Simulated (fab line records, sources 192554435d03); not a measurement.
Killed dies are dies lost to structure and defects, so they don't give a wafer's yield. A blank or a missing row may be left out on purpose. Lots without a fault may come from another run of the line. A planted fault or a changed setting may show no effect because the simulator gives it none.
Split-lot experiment | flow n5_finfet | 7 lots, 21 wafers read, on a route of 1938 steps

THE SPLIT
At N5_BEOL_M7_ETCH_41 (etches SiCN in CH3F/O2, target depth 31.9 nm, time 57.8 s), the setting source_w was moved away from the recipe's 395 W on 8 of the 21 wafers read, by -16.6% to +10.3%. The other wafers ran this setting at the recipe's value.

The reading is taken at the split's own step.

THE READING
rf_vpp_V, in V, at N5_BEOL_M7_ETCH_41 (etches SiCN in CH3F/O2, target depth 31.9 nm, time 57.8 s). Fault-free wafers of this fab line usually give 297.9 V, standard deviation 1.4 V.

wafer  | tool, chamber at the split | source_w as run, W | against the recipe | rf_vpp_V, V | against lot-mates on the recipe
L074.2 | rie_diel-02, 0             | 395                | recipe             | 299.9       | -
L074.3 | rie_diel-02, 3             | 395                | recipe             | 298.6       | -
L074.6 | rie_diel-02, 1             | 395                | recipe             | 297.2       | -
L078.4 | rie_diel-01, 1             | 395                | recipe             | 296.9       | -
L078.5 | rie_diel-01, 3             | 395                | recipe             | 298.8       | -
L078.6 | rie_diel-01, 2             | 395                | recipe             | 297.6       | -
L080.1 | rie_diel-02, 0             | 354.9              | -10.2%             | 309.7       | +11.1
L080.5 | rie_diel-02, 3             | 395                | recipe             | 298.6       | -
L080.6 | rie_diel-02, 0             | 354.9              | -10.2%             | 310.7       | +12.1
L081.3 | rie_diel-02, 1             | 395                | recipe             | 296.4       | -
L081.4 | rie_diel-02, 2             | 329.5              | -16.6%             | 313.4       | +16.9
L081.5 | rie_diel-02, 1             | 395                | recipe             | 296.5       | -
L089.2 | rie_diel-01, 0             | 395                | recipe             | 299.3       | -
L089.4 | rie_diel-01, 3             | 395                | recipe             | 297.5       | -
L089.5 | rie_diel-01, 0             | 330.3              | -16.4%             | 317.6       | +19.2
L092.1 | rie_diel-01, 1             | 350.9              | -11.2%             | 308.9       | +10.9
L092.3 | rie_diel-01, 1             | 350.9              | -11.2%             | 310.8       | +12.8
L092.5 | rie_diel-01, 3             | 395                | recipe             | 298.0       | -
L095.1 | rie_diel-01, 2             | 395                | recipe             | 296.0       | -
L095.2 | rie_diel-01, 3             | 435.5              | +10.3%             | 287.9       | -8.1
L095.3 | rie_diel-01, 1             | 435.5              | +10.3%             | 286.6       | -9.4

THE FIT
A straight line over all 21 wafers: rf_vpp_V changes by -1.08 V for each +1% of source_w; r = -0.99; the points scatter about the line by 1.3 V.
The same after taking each lot's own level away (the mean of its wafers on the recipe; 21 wafers): -1.04 V for each +1%; r = -0.99; scatter 1.1 V.
On that fit, the largest move of source_w shifts the reading by 17 V.
The lots' own levels span 296.00 to 298.60 V, that is 1.9 times the standard deviation above.
So the lot-to-lot level changes the slope little: the two slopes agree.
Check: with one of the wafers moved furthest among these (-16.6%) left out of the fit, the line predicts +17.8 V for it against its lot-mates. It came out at +16.9 V against them.
Tool readings at the split's step, against how far the setting was moved: rf_vpp_V r = -0.99.

OTHER SPLITS ON THESE WAFERS
These wafers also went through other splits before the reading. Each is held against what the fit with the lots' levels taken away leaves over:
other split on the same wafers             | wafers away from the commonest value | r with rf_vpp_V (lot level and that fit taken away)
N5_BEOL_M4_SPUTTER_48 time_s               | 8                                    | +0.16
N5_BEOL_M6_TRENCH_ETCH_37 source_w         | 8                                    | -0.69
N5_BEOL_M6_ALD_77 co_reactant_pulse_time_s | 8                                    | -0.12
N5_BEOL_M7_TRENCH_ETCH_37 bias_w           | 4                                    | +0.04

THE WHOLE CHAIN: every reading that the file lists as answering this split, in the file's order
step               | what it does                                              | reading                                                        | change (the file's fit)                | r (the file's)
N5_BEOL_M7_ETCH_41 | etches SiCN in CH3F/O2, target depth 31.9 nm, time 57.8 s | rf_vpp_V                                                       | -1.07 V for each +1% of the setting    | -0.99
N5_BEOL_M7_ETCH_41 | etches SiCN in CH3F/O2, target depth 31.9 nm, time 57.8 s | etch.depth_nm (the simulator's own value, which no gauge read) | +0.0765 nm for each +1% of the setting | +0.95

THE FILE'S OWN FIT
rf_vpp_V changes by -1.07 V for each +1% of source_w, r = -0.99.
